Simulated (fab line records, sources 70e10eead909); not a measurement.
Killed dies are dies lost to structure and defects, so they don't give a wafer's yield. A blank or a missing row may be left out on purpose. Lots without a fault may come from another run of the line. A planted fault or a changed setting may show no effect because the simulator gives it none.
Chamber matching | flow nand_harc | NHARC_A_STAIRCASE_TRIM_196 on rie_diel-07: 4 sister chambers
The step chemistry O2, time 211.2 s. 18 wafers are shown with their chamber, then 9 later ones without.

WAFERS WITH THEIR CHAMBER
wafer  | chamber | drypump_motor_current_A (A) | showerhead_plenum_p_Torr (Torr) | oes_product_au (a.u.)
L074.2 | 1       | 6.3                         | 3.55                            | 0.996
L074.3 | 0       | 5.1                         | 3.47                            | 1.008
L074.5 | 1       | 6.3                         | 3.55                            | 0.995
L076.3 | 3       | 6.0                         | 3.48                            | 0.999
L076.5 | 1       | 6.3                         | 3.54                            | 0.986
L076.6 | 2       | 5.8                         | 3.32                            | 0.993
L081.2 | 0       | 5.1                         | 3.45                            | 0.999
L081.4 | 3       | 6.1                         | 3.47                            | 1.007
L081.6 | 2       | 5.8                         | 3.31                            | 0.997
L085.2 | 0       | 5.1                         | 3.45                            | 1.009
L085.3 | 3       | 6.0                         | 3.46                            | 1.011
L085.5 | 2       | 5.7                         | 3.30                            | 0.980
L087.3 | 0       | 5.1                         | 3.45                            | 0.997
L087.4 | 1       | 6.3                         | 3.53                            | 0.992
L087.6 | 1       | 6.3                         | 3.52                            | 0.990
L089.2 | 1       | 6.3                         | 3.52                            | 0.982
L089.3 | 2       | 5.8                         | 3.30                            | 0.989
L089.4 | 3       | 6.1                         | 3.46                            | 0.979

SIGNATURES (means of the wafers above)
reading                  | chamber 0 | chamber 1 | chamber 2 | chamber 3 | scatter within a chamber
drypump_motor_current_A  | 5.100     | 6.300     | 5.775     | 6.050     | 0.0354
showerhead_plenum_p_Torr | 3.4550    | 3.5350    | 3.3075    | 3.4675    | 0.0113
oes_product_au           | 1.00325   | 0.99017   | 0.98975   | 0.99900   | 0.00855
Rule: a wafer's distance from a chamber is the root of the sum, over the readings, of the square of ((its reading less the chamber's mean) divided by the reading's scatter). The wafer belongs to the nearest chamber; if the next one is less than 2 further off, it can't be placed. The scatter: the root of (the sum of the squares of (reading less its chamber's mean) over the shown wafers, divided by (wafers less chambers)).

WAFERS WITHOUT THEIR CHAMBER
wafer  | drypump_motor_current_A (A) | showerhead_plenum_p_Torr (Torr) | oes_product_au (a.u.)
L090.4 | 6.3                         | 3.52                            | 1.003
L090.5 | 5.1                         | 3.44                            | 1.004
L090.6 | 6.3                         | 3.52                            | 0.999
L092.3 | 6.0                         | 3.45                            | 0.995
L092.4 | 5.7                         | 3.29                            | 1.000
L092.5 | 6.0                         | 3.45                            | 0.993
L096.2 | 6.0                         | 3.45                            | 0.989
L096.4 | 5.1                         | 3.43                            | 1.001
L096.5 | 6.0                         | 3.45                            | 0.985

WHICH CHAMBER EACH WENT THROUGH
wafer  | from the rows above | in truth
L090.4 | 1                   | 1
L090.5 | 0                   | 0
L090.6 | 1                   | 1
L092.3 | 3                   | 3
L092.4 | 2                   | 2
L092.5 | 3                   | 3
L096.2 | 3                   | 3
L096.4 | 0                   | 0
L096.5 | 3                   | 3
Placed correctly: 9 of 9. Can't be placed from these rows: 0. Placed wrongly: 0.
